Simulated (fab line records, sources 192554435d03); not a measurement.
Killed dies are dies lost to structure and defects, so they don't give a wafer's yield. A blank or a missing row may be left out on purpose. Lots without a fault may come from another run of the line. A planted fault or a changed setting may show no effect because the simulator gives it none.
Split-lot experiment | flow n5_finfet | 7 lots, 39 wafers read, on a route of 1938 steps

THE SPLIT
At N5_MOL_CONTACT_COAG_EXPOSE_05 (exposes mask CA, defocus 0 nm), the setting dose_mj was moved away from the recipe's 38.25 on 15 of the 39 wafers read, by -5.8% to +6.2%. The other wafers ran this setting at the recipe's value.

FROM THE SPLIT TO THE READING: what the file shows between them, 10 steps
- N5_MOL_CONTACT_COAG_PEB_06: peb time 60 s
- N5_MOL_CONTACT_COAG_DEVELOP_07: develop time 30 s
- N5_MOL_CONTACT_COAG_CD_MEAS_08: target cd 28 nm
- N5_MOL_CONTACT_COAG_DESCUM_13: chemistry O2, time 7 s
- N5_MOL_CONTACT_COAG_ETCH_59: etches underlayer in N2/H2, target depth 13 nm, time 10.4 s
- N5_MOL_CONTACT_COAG_ETCH_105: etches SiARC in CF4, target depth 15.6 nm, time 26 s
- N5_MOL_CONTACT_COAG_ETCH_106: etches SOC in N2/H2, target depth 80 nm, overetch 16 nm, time 120 s
- N5_MOL_CONTACT_COAG_STRIP_107: strips in N2/H2
- N5_MOL_CONTACT_COAG_ETCH_110: etches Si in CF4/O2, target depth 2.5 nm, time 8 s
- N5_MOL_CONTACT_COAG_STRIP_98: strips in N2/H2

THE READING
cd_nm, in nm, at N5_MOL_CONTACT_COAG_CD_MEAS_99 (target cd 17.2 nm). Fault-free wafers of this fab line usually give 17.2 nm, standard deviation 0.41 nm.

wafer  | tool, chamber at the split | dose_mj as run | against the recipe | cd_nm, nm | against lot-mates on the recipe
L075.1 | euv_scanner-01, 0          | 38.25          | recipe             | 17.5      | -
L075.2 | euv_scanner-01, 0          | 38.25          | recipe             | 18.0      | -
L075.3 | euv_scanner-01, 0          | 36.61          | -4.3%              | 16.1      | -1.9
L075.4 | euv_scanner-01, 0          | 38.25          | recipe             | 18.4      | -
L075.5 | euv_scanner-01, 0          | 36.61          | -4.3%              | 16.4      | -1.6
L075.6 | euv_scanner-01, 0          | 36.61          | -4.3%              | 17.3      | -0.7
L078.1 | euv_scanner-01, 0          | 36.07          | -5.7%              | 15.9      | -0.9
L078.2 | euv_scanner-01, 0          | 38.25          | recipe             | 16.4      | -
L078.3 | euv_scanner-01, 0          | 36.07          | -5.7%              | 15.8      | -1.0
L078.4 | euv_scanner-01, 0          | 38.25          | recipe             | 16.6      | -
L078.5 | euv_scanner-01, 0          | 36.07          | -5.7%              | 15.9      | -0.9
L078.6 | euv_scanner-01, 0          | 38.25          | recipe             | 17.5      | -
L085.1 | euv_scanner-02, 0          | 36.23          | -5.3%              | 16.2      | -1.0
L085.2 | euv_scanner-02, 0          | 38.25          | recipe             | 16.7      | -
L085.3 | euv_scanner-02, 0          | 36.23          | -5.3%              | 16.0      | -1.2
L085.4 | euv_scanner-02, 0          | 38.25          | recipe             | 17.3      | -
L085.5 | euv_scanner-02, 0          | 36.23          | -5.3%              | 15.6      | -1.6
L085.6 | euv_scanner-02, 0          | 38.25          | recipe             | 17.6      | -
L089.3 | euv_scanner-02, 0          | 38.25          | recipe             | 16.9      | -
L089.4 | euv_scanner-02, 0          | 38.25          | recipe             | 16.8      | -
L089.5 | euv_scanner-02, 0          | 38.25          | recipe             | 16.9      | -
L092.1 | euv_scanner-02, 0          | 38.25          | recipe             | 17.6      | -
L092.2 | euv_scanner-02, 0          | 38.25          | recipe             | 17.0      | -
L092.3 | euv_scanner-02, 0          | 38.25          | recipe             | 17.2      | -
L092.4 | euv_scanner-02, 0          | 38.25          | recipe             | 18.1      | -
L092.5 | euv_scanner-02, 0          | 38.25          | recipe             | 17.3      | -
L092.6 | euv_scanner-02, 0          | 38.25          | recipe             | 17.5      | -
L096.1 | euv_scanner-02, 0          | 38.25          | recipe             | 17.3      | -
L096.2 | euv_scanner-02, 0          | 36.02          | -5.8%              | 15.3      | -2.2
L096.3 | euv_scanner-02, 0          | 36.02          | -5.8%              | 15.7      | -1.8
L096.4 | euv_scanner-02, 0          | 38.25          | recipe             | 17.8      | -
L096.5 | euv_scanner-02, 0          | 38.25          | recipe             | 17.4      | -
L096.6 | euv_scanner-02, 0          | 36.02          | -5.8%              | 15.4      | -2.1
L097.1 | euv_scanner-02, 0          | 38.25          | recipe             | 17.2      | -
L097.2 | euv_scanner-02, 0          | 40.62          | +6.2%              | 19.1      | +1.7
L097.3 | euv_scanner-02, 0          | 38.25          | recipe             | 17.3      | -
L097.4 | euv_scanner-02, 0          | 38.25          | recipe             | 17.6      | -
L097.5 | euv_scanner-02, 0          | 40.62          | +6.2%              | 18.7      | +1.3
L097.6 | euv_scanner-02, 0          | 40.62          | +6.2%              | 18.2      | +0.8

THE FIT
A straight line over all 39 wafers: cd_nm changes by +0.248 nm for each +1% of dose_mj; r = +0.87; the points scatter about the line by 0.46 nm.
The same after taking each lot's own level away (the mean of its wafers on the recipe; 39 wafers): +0.246 nm for each +1%; r = +0.90; scatter 0.4 nm.
On that fit, the largest move of dose_mj shifts the reading by 1.5 nm.
The lots' own levels span 16.83 to 17.97 nm, that is 2.8 times the standard deviation above.
So the lot-to-lot level changes the slope little: the two slopes agree.
Check: with one of the wafers moved furthest among these (+6.2%) left out of the fit, the line predicts +1.42 nm for it against its lot-mates. It came out at +1.73 nm against them.

OTHER SPLITS ON THESE WAFERS
These wafers also went through other splits before the reading. Each is held against what the fit with the lots' levels taken away leaves over:
other split on the same wafers | wafers away from the commonest value | r with cd_nm (lot level and that fit taken away)
N5_GATE_CUT_ETCH_56 icp_w      | 12                                   | -0.01

THE WHOLE CHAIN: every reading that the file lists as answering this split, in the file's order
step                           | what it does                                                | reading                                                                        | change (the file's fit)               | r (the file's)
N5_MOL_CONTACT_COAG_CD_MEAS_08 | target cd 28 nm                                             | cd_nm                                                                          | +0.218 nm for each +1% of the setting | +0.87
N5_MOL_CONTACT_COAG_ETCH_59    | etches underlayer in N2/H2, target depth 13 nm, time 10.4 s | MOL_CONTACT_COAG.cd_offset_nm (the simulator's own value, which no gauge read) | +0.225 nm for each +1% of the setting | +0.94
N5_MOL_CONTACT_COAG_ETCH_105   | etches SiARC in CF4, target depth 15.6 nm, time 26 s        | MOL_CONTACT_COAG.cd_offset_nm (the simulator's own value, which no gauge read) | +0.221 nm for each +1% of the setting | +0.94
N5_MOL_CONTACT_COAG_CD_MEAS_99 | target cd 17.2 nm                                           | cd_nm                                                                          | +0.249 nm for each +1% of the setting | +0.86

THE FILE'S OWN FIT
cd_nm changes by +0.249 nm for each +1% of dose_mj, r = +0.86.
